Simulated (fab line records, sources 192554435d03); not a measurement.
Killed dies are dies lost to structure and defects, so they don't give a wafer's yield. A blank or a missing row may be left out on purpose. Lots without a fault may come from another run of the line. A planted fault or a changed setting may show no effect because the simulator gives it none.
Chamber matching | flow n5_finfet | N5_BEOL_M8_DESCUM_16 on rie_diel-06: 4 sister chambers
The step chemistry O2, time 7.9 s. 4 wafers are shown with their chamber, then 8 later ones without.

WAFERS WITH THEIR CHAMBER
wafer  | chamber | showerhead_plenum_p_Torr (Torr)
L583.6 | 0       | 2.07
L596.1 | 2       | 2.00
L596.2 | 3       | 2.14
L593.2 | 1       | 2.00

WAFERS WITHOUT THEIR CHAMBER
wafer  | showerhead_plenum_p_Torr (Torr)
L593.3 | 2.00
L593.6 | 2.00
L597.3 | 1.99
L597.5 | 1.99
L597.6 | 2.00
L600.1 | 2.13
L600.2 | 2.00
L600.4 | 1.99

WHICH CHAMBER EACH WENT THROUGH
wafer  | from the rows above     | in truth
L593.3 | can't be placed: 1 or 2 | 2
L593.6 | can't be placed: 1 or 2 | 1
L597.3 | can't be placed: 1 or 2 | 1
L597.5 | can't be placed: 1 or 2 | 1
L597.6 | can't be placed: 1 or 2 | 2
L600.1 | 3                       | 3
L600.2 | can't be placed: 1 or 2 | 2
L600.4 | can't be placed: 1 or 2 | 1
Placed correctly: 1 of 8. Can't be placed from these rows: 7 (the true chamber is among the candidates in 7). Placed wrongly: 0.
How it was worked out, from the rows above alone: a wafer's distance from a chamber is the root of the sum, over the readings, of the square of ((its reading less the chamber's mean) divided by the reading's scatter). The wafer belongs to the nearest chamber; if the next one is less than 2 further off, it can't be placed. A chamber's mean is the mean of its shown wafers. The scatter: with one shown wafer a chamber, the root of the mean of the squares of how far each hidden wafer lies from its nearest shown one.
